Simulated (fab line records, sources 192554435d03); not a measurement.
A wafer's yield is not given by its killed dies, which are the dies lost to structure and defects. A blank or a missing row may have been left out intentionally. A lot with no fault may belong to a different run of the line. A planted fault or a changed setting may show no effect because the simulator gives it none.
fab line records	flow n5-finfet
record lots=11	wafers=28	last-day=19
route steps=1938 shown BEOL_M15@1814 PASSIVATION@1910
lots that met no fault: taken from a fault-free run of the same line
start-h: the number of hours between the record's first day and the start of the first shown wafer of the lot	wait-h: hours since the lot's step before	" same as the row above	L1.1+2: a single row standing in for several wafers	- no value, or no start given	* or withheld: withheld	< > ~ a bound
route shown NAME@n: a module of which the file shows steps, and the number in the route of the first	usual: the fault-free wafers' mean and standard deviation	same: alike in all rows	chamber/n: place in a boat	sites: each site's reading	_std_site: how widely they spread, as a standard deviation	_edge_site: inner sites' mean taken away from outer sites' mean	radius-mm: how far each site lies from the wafer's centre	mask NAME#n: copy n	behind: the most recent tool/chamber to have shaped the wafer	hold: cause of the lot's hold/its duration in hours/its outcome	device: the transistor (n, p or np) that didn't switch	end of line: the tests these same wafers got at the end of their route	a step without rows: its recipe alone	killed: count of dies lost to structure and defects at first sort (not the wafer's yield)	map: per-die view of a wafer (x killed, . not killed, _ where there is no die)
set.NAME: the run value of the setting; set.NAME@STEP: its run value at that earlier step	model.NAME: the simulator's own value behind a step, which no gauge read
one table for each step of the route and one row for each wafer, over a sample of lots
services: from which hour (start-h, from the record's first day; less than 0 if before it) a tool's chamber was out of use, for how many hours, and why
## steps
# step N5_BEOL_M15_ETCH_38
# recipe chemistry=CF4/N2	target=SiCN	target-depth-a=1064	taper-deg=2	time-s=120.5	ion-energy-ev=150	mask-material=SiO2	pressure-mtorr=40	source-w=430	bias-w=70	Ar_flow_sccm=100	cf4-flow-sccm=60	n2-flow-sccm=60
# usual bias-w=69.99/0.23	drypump-motor-current-A=5.8/0.52	n2-flow-sccm=60.00/0.18	oes-product-au=0.80/0.089	rf-vpp-V=382.0/2	showerhead-plenum-p-Torr=2.20/0.073	throttle-valve-pct=15.42/0.26
lot.wafer	tool	chamber	start-h	wait-h	bias-w	drypump-motor-current-A	n2-flow-sccm	oes-product-au	rf-hours-counter-h	rf-vpp-V	showerhead-plenum-p-Torr	throttle-valve-pct
L260.1	rie-diel-02	2	-	-	70.02	6.4	60.27	0.91	29	380.2	2.16	15.44
L260.5	"	1	"	"	69.81	5.2	60.02	0.69	-	381.3	2.10	15.88
L260.6	"	2	"	"	70.25	6.4	60.06	0.90	-	379.9	2.16	15.44
L265.1	rie-diel-03	3	-	-	69.85	6.7	60.39	0.85	63	382.9	2.24	15.21
L265.5	"	3	"	"	70.14	6.6	60.10	0.85	-	380.2	2.24	15.21
L267.1	rie-diel-03	1	-	-	70.13	6.1	59.88	0.69	216	385.2	2.27	15.97
L267.6	"	1	"	"	69.91	6.0	59.71	0.69	-	383.3	2.27	15.94
L272.1	rie-diel-03	0	-	-	69.60	4.9	59.83	0.74	190	383.2	2.19	15.29
L272.2	"	1	"	"	69.85	6.0	59.95	0.68	224	382.8	2.27	15.98
L272.3	"	2	"	"	70.03	5.7	60.05	0.70	197	381.4	2.20	15.43
L273.3	rie-diel-02	0	-	-	69.69	5.6	60.23	0.85	69	381.9	2.14	15.28
L273.4	"	2	"	"	70.32	6.4	59.97	0.86	57	380.8	2.15	15.49
L273.6	"	3	"	"	70.19	6.2	60.29	0.91	-	386.1	2.36	15.19
L274.2	rie-diel-02	1	-	-	70.01	5.2	60.00	0.98	9	386.9	2.36	15.34
L274.4	"	0	"	"	69.69	5.7	59.97	0.84	75	381.0	2.14	15.32
L277.2	rie-diel-03	0	-	-	69.87	4.9	59.86	0.72	202	382.3	2.19	15.30
L277.3	"	3	"	"	69.81	6.7	60.10	0.82	88	383.4	2.23	15.24
L277.6	"	2	"	"	69.67	5.8	59.80	0.68	-	381.3	2.19	15.45
L275.4	rie-diel-03	1	-	-	69.63	6.0	59.95	0.69	238	384.4	2.26	15.99
L275.5	"	2	"	"	69.84	5.7	59.87	0.69	-	381.1	2.19	15.48
L275.6	"	3	"	"	70.33	6.6	59.87	0.82	-	382.2	2.23	15.28
L278.2	rie-diel-02	1	-	-	69.86	5.2	60.04	0.95	19	386.4	2.36	15.38
L278.3	"	0	"	"	69.71	5.6	59.85	0.82	86	380.8	2.14	15.32
L278.4	"	3	"	"	69.77	6.2	59.77	0.87	32	386.2	2.35	15.21
L279.1	rie-diel-02	0	-	-	70.05	5.6	60.14	0.83	89	378.7	2.13	15.33
L279.3	"	3	"	"	69.99	6.2	59.93	0.87	35	386.1	2.35	15.25
L280.2	rie-diel-01	2	-	-	70.31	5.7	59.98	0.78	108	382.5	2.22	15.44
L280.3	"	1	"	"	70.14	5.8	60.07	0.82	107	385.2	2.31	15.02
# step N5_BEOL_M15_SPUTTER_43
# recipe material=TaN	target-thk-a=150	temp-c=50	bias-v=168.6	power-w=15000	chamber-pressure-pa=0.12	time-s=24.19
# usual chamber-pressure-pa=0.12002/0.00024	throttle-valve-pct=30.5/1.2
lot.wafer	tool	chamber	start-h	wait-h	chamber-pressure-pa	throttle-valve-pct
L260.1	pvd-sputter-03	-	289.95	0.0	0.11992	29.5
L260.5	"	-	"	"	0.12016	31.3
L260.6	"	-	"	"	0.11995	32.7
L265.1	pvd-sputter-03	-	309.88	0.0	0.12023	29.8
L265.5	"	-	"	"	0.12023	31.2
L267.1	pvd-sputter-03	-	324.99	0.0	0.12005	29.5
L267.6	"	-	"	"	0.12034	29.3
L272.1	pvd-sputter-01	-	353.66	0.0	0.12036	31.2
L272.2	"	-	"	"	0.12013	30.1
L272.3	"	-	"	"	0.12014	31.1
L273.3	pvd-sputter-02	-	368.35	0.0	0.12	29.6
L273.4	"	-	"	"	0.11998	28.8
L273.6	"	-	"	"	0.11986	29.5
L274.2	pvd-sputter-01	-	393.51	0.0	0.12	31.3
L274.4	"	-	"	"	0.12021	30.0
L277.2	pvd-sputter-03	-	398.70	0.0	0.12044	29.3
L277.3	"	-	"	"	0.11993	31.0
L277.6	"	-	"	"	0.12038	29.6
L275.4	pvd-sputter-03	-	407.40	0.0	0.12026	32.8
L275.5	"	-	"	"	0.11991	29.2
L275.6	"	-	"	"	0.11973	32.5
L278.2	pvd-sputter-02	-	424.30	0.0	0.1199	29.5
L278.3	"	-	"	"	0.11972	29.0
L278.4	"	-	"	"	0.12019	28.8
L279.1	pvd-sputter-01	-	431.51	0.0	0.11973	31.1
L279.3	"	-	"	"	0.11992	31.2
L280.2	pvd-sputter-03	-	431.72	0.0	0.12	29.9
L280.3	"	-	"	"	0.12003	30.9
# step N5_PASSIVATION_ETCH_59
# recipe chemistry=Cl2/BCl3	target=TaN	target-depth-a=650	time-s=34.9	ion-energy-ev=100	pressure-mtorr=10	icp-w=900	bias-w=100	Cl2_flow_sccm=60	bcl3-flow-sccm=30
# usual bias-w=99.99/0.25	drypump-motor-current-A=5.4/0.32	oes-product-au=0.81/0.1	throttle-valve-pct=21.20/0.27
lot.wafer	tool	chamber	start-h	wait-h	bias-w	drypump-motor-current-A	oes-product-au	rf-hours-counter-h	throttle-valve-pct
L260.1	rie-metal-02	0	302.81	0.3	100.00	5.2	0.86	20	20.94
L260.5	"	0	"	"	99.85	5.2	0.86	-	20.94
L260.6	"	1	"	"	99.97	5.2	0.98	-	20.87
L265.1	rie-metal-02	1	321.35	0.3	100.18	5.2	0.95	5	20.88
L265.5	"	1	"	"	99.91	5.2	0.95	-	20.88
L267.1	rie-metal-02	0	335.38	0.3	100.27	5.2	0.86	23	20.92
L267.6	"	0	"	"	99.90	5.2	0.87	-	20.95
L272.1	rie-metal-03	0	365.25	0.3	100.14	5.1	0.67	95	21.27
L272.2	"	1	"	"	99.75	5.7	0.79	37	21.41
L272.3	"	1	"	"	100.03	5.7	0.79	-	21.40
L273.3	rie-metal-01	0	383.21	0.5	99.97	5.1	0.75	-	21.23
L273.4	"	0	"	"	100.01	5.1	0.74	-	21.24
L273.6	"	0	"	"	100.01	5.1	0.75	-	21.23
L274.2	rie-metal-01	0	404.51	0.3	100.03	5.1	0.75	54	21.24
L274.4	"	1	"	"	99.85	6.0	0.98	-	21.50
L277.2	rie-metal-03	1	409.00	0.3	100.20	5.7	0.78	40	21.43
L277.3	"	0	"	"	99.89	5.1	0.65	-	21.28
L277.6	"	0	"	"	99.84	5.1	0.65	-	21.30
L275.4	rie-metal-03	0	418.49	0.2	99.51	5.1	0.64	-	21.30
L275.5	"	0	"	"	99.67	5.1	0.65	-	21.28
L275.6	"	1	"	"	100.02	5.7	0.77	-	21.41
L278.2	rie-metal-01	1	437.31	0.3	99.52	6.0	0.94	4	21.54
L278.3	"	1	"	"	99.84	6.0	0.93	-	21.52
L278.4	"	0	"	"	99.67	5.1	0.73	-	21.25
L280.2	rie-metal-02	1	442.30	0.4	100.35	5.2	0.89	16	20.89
L280.3	"	1	"	"	99.72	5.1	0.90	-	20.90
L279.1	rie-metal-03	1	442.75	0.7	100.24	5.7	0.77	44	21.44
L279.3	"	1	"	"	99.55	5.7	0.77	-	21.44
# step N5_PASSIVATION_PASS_ETCH_47
# recipe chemistry=CF4/O2	target=SiNx	target-depth-a=7700	time-s=385	ion-energy-ev=100	pressure-mtorr=40	source-w=535	bias-w=49	Ar_flow_sccm=100	cf4-flow-sccm=100	O2_flow_sccm=10
# usual bias-w=48.98/0.15	drypump-motor-current-A=5.6/0.49	oes-product-au=0.79/0.075	rf-vpp-V=244/5.9	run-length-s=408.4/0.48	showerhead-plenum-p-Torr=2.20/0.074	throttle-valve-pct=15.87/0.25
lot.wafer	tool	chamber	start-h	wait-h	bias-w	drypump-motor-current-A	oes-product-au	rf-hours-counter-h	rf-vpp-V	run-length-s	showerhead-plenum-p-Torr	throttle-valve-pct
L260.1	rie-diel-06	2	304.09	0.0	48.77	5.0	0.92	25	245	407.6	2.16	15.27
L260.5	"	0	"	"	49.05	5.8	0.85	-	233	408.1	2.34	15.99
L260.6	"	1	"	"	48.98	5.8	0.73	-	249	408.2	2.12	16.02
L265.1	rie-diel-06	2	322.83	0.0	-	5.0	0.92	31	246	367.3	2.16	15.30
L265.5	"	2	"	"	49.15	5.0	0.92	-	246	407.9	2.16	15.30
L267.1	rie-diel-06	2	336.95	0.0	-	4.9	0.91	37	244	366.9	2.16	15.28
L267.6	"	2	"	"	49.32	4.9	0.90	-	245	408.0	2.16	15.30
L272.1	rie-diel-05	0	366.61	0.0	49.20	6.5	0.69	236	236	408.4	2.09	15.98
L272.2	"	2	"	"	49.11	5.2	0.85	69	241	407.7	2.32	15.57
L272.3	"	1	"	"	49.01	5.1	0.84	64	249	407.7	2.24	15.92
L273.3	rie-diel-05	0	384.67	0.0	49.07	6.4	0.69	242	238	408.2	2.08	15.98
L273.4	"	3	"	"	48.75	5.5	0.86	42	242	408.1	2.24	15.86
L273.6	"	2	"	"	48.79	5.2	0.84	-	240	408.0	2.32	15.59
L274.2	rie-diel-04	2	405.90	0.0	48.77	5.8	0.74	163	245	408.8	2.20	16.07
L274.4	"	2	"	"	48.89	5.8	0.74	-	245	409.3	2.20	16.05
L277.2	rie-diel-06	0	410.28	0.0	48.96	5.8	0.81	105	233	408.0	2.32	16.04
L277.3	"	2	"	"	48.86	4.9	0.88	59	246	408.0	2.15	15.35
L277.6	"	1	"	"	49.06	5.8	0.71	-	250	407.6	2.10	16.09
L275.4	rie-diel-04	3	420.52	0.1	48.98	5.8	0.71	-	241	409.0	2.09	16.27
L275.5	"	0	"	"	48.81	4.8	0.74	-	251	408.2	2.20	15.81
L275.6	"	2	"	"	48.81	5.8	0.73	-	246	408.4	2.20	16.05
L278.2	rie-diel-04	1	439.28	0.0	48.81	5.9	0.96	7	249	408.7	2.24	15.31
L278.3	"	0	"	"	48.90	4.7	0.74	177	250	408.3	2.19	15.83
L278.4	"	1	"	"	48.96	5.9	0.96	-	250	409.2	2.25	15.30
L280.2	rie-diel-04	1	446.90	0.0	49.25	5.9	0.95	13	249	409.1	2.24	15.32
L280.3	"	2	"	"	48.78	5.8	0.72	186	244	409.1	2.19	16.08
L279.1	rie-diel-05	1	447.00	0.0	48.88	5.1	0.80	101	249	408.2	2.22	15.99
L279.3	"	2	"	"	49.05	5.2	0.80	108	240	408.3	2.31	15.66
# step N5_PASSIVATION_PROBE_49
# usual defect-limited-yield=91.0/1.6	killed_at_M0_to_M3=35/11	killed_at_M4_up=14/5.3	killed-at-contacts=13/6.7	killed-at-front-end=41/12	killed-at-other=3.9/2.7	killed-dies=106/19	killed-open=70/14	killed-short=35/8.8	sort_bin_4_leakage=0.01/0.058	sort_bin_5_function=5.3/1	sort_bin_6_memory=3.3/0.81	sort-n-pass=1073/19	sort-yield-pct=91.0/1.6
# same gross-dies=1180	killed-at-back-side=0	sort_bin_8_speed[%]=0
lot.wafer	tool	chamber	start-h	wait-h	defect-limited-yield[%]	killed_at_M0_to_M3	killed_at_M4_up	killed-at-contacts	killed-at-front-end	killed-at-other	killed-dies	killed-open	killed-short	sort_bin_4_leakage[%]	sort_bin_5_function[%]	sort_bin_6_memory[%]	sort-n-pass	sort-yield-pct[%]
L267.1	prober-01	-	339.96	0.0	91.9	41	15	0	36	4	96	67	27	0	5.0	3.1	1084	91.9
# killed by level:class
L267.1 FIN_SAQP:geometric-particle:open=17 BEOL_M3:geometric-particle:open=10 BEOL_M0_SAQP:geometric-particle:short=9 BEOL_M0_SAQP:geometric-particle:open=8 BEOL_M4:geometric-particle:open=7 BEOL_M2:geometric-particle:open=5 GATE_CUT:geometric-particle:short=4 FIN_SAQP:geometric-particle:short=3
## services
tool	chamber	start-h	hours	kind
rie-diel-04	3	270.27	1.4	repair
rie-diel-02	0	275.91	6.9	repair
rie-diel-05	1	276.52	6.8	repair
pvd-sputter-03	-	294.50	0.8	repair
rie-metal-01	0	295.29	6.3	repair
rie-metal-02	-	308.24	2.8	pm
rie-metal-02	0	311.09	7.3	repair
rie-diel-05	2	314.84	9.9	repair
rie-metal-01	-	326.54	1.4	pm
rie-metal-02	-	334.54	0.1	repair
rie-metal-01	-	340.17	2.8	pm
rie-diel-04	-	349.59	0.2	repair
rie-diel-04	1	363.68	6.5	repair
pvd-sputter-03	-	376.74	2.5	repair
rie-diel-05	3	386.33	11.0	repair
rie-diel-06	3	389.38	10.4	repair
pvd-sputter-01	-	396.40	1.4	repair
pvd-sputter-02	-	410.52	0.9	repair
pvd-sputter-02	-	415.84	1.9	repair
pvd-sputter-01	-	421.49	1.7	repair
rie-diel-04	-	424.54	2.8	pm
rie-diel-03	2	426.90	1.4	repair
pvd-sputter-03	-	432.98	1.1	repair
rie-diel-02	1	438.94	4.2	repair
## key
first-sign step=N5_PASSIVATION_PASS_ETCH_47	reading=run-length-s	direction=down	sigmas=87	usual=*	struck=*
effect none on later readings
met-at N5_PASSIVATION_PASS_ETCH_47
struck-lots L265,L267
struck-wafers L265.1,L267.1
not-acting-at N5_BEOL_M15_ETCH_38,N5_BEOL_M15_SPUTTER_43,N5_PASSIVATION_ETCH_59
onset-between 304.09 322.83
fault kind=process-parameter-drift	tool=rie-diel-06	chamber=-	onset-h=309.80	steps=N5_PASSIVATION_PASS_ETCH_47	channel=time-s	offset=*	shape=step	end-h=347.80	scope=struck-wafers-only	acts-in=*	stated=*
